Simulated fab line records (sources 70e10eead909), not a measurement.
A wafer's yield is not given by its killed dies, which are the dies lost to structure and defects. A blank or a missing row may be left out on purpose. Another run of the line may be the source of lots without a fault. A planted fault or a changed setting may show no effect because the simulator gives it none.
Matching of chambers -- flow nand-harc -- rie-diel-06 running NHARC_P_BONDPAD_ETCH_37: 4 sister chambers
The step etches the open film in N2/H2, target depth 60 nm, overetch 18 nm, time 65.91 s. 4 wafers are shown with their chamber, then 9 later ones without.

== WAFERS PAIRED WITH THEIR CHAMBERS ==
wafer,chamber,showerhead-plenum-p-Torr (Torr)
L085.6,2,2.15
L090.6,3,1.93
L092.5,0,1.98
L092.6,1,2.04

== WAFERS WITHOUT THEIR CHAMBER ==
wafer,showerhead-plenum-p-Torr (Torr)
L094.4,2.15
L094.5,1.92
L094.6,2.15
L095.2,2.15
L095.4,1.93
L095.5,2.04
L097.1,2.15
L097.2,2.04
L097.3,1.98

== WHICH CHAMBER EACH WENT THROUGH ==
wafer,from the rows above,in truth
L094.4,2,2
L094.5,3,3
L094.6,2,2
L095.2,2,2
L095.4,3,3
L095.5,1,1
L097.1,2,2
L097.2,1,1
L097.3,0,0
Correct placement for 9 of the 9. Number that these rows cannot place: 0. Wrongly placed: 0.
How it was worked out, from the rows above alone: a wafer's distance from a chamber is the root of the sum, over the readings, of the square of ((its reading less the chamber's mean) divided by the reading's scatter). The wafer belongs to the nearest chamber; if the next one is less than 2 further off, it can't be placed. The mean given for a chamber averages the wafers shown for that chamber. The scatter: root of mean squared gap, hidden wafer to nearest shown wafer, with one shown wafer a chamber.
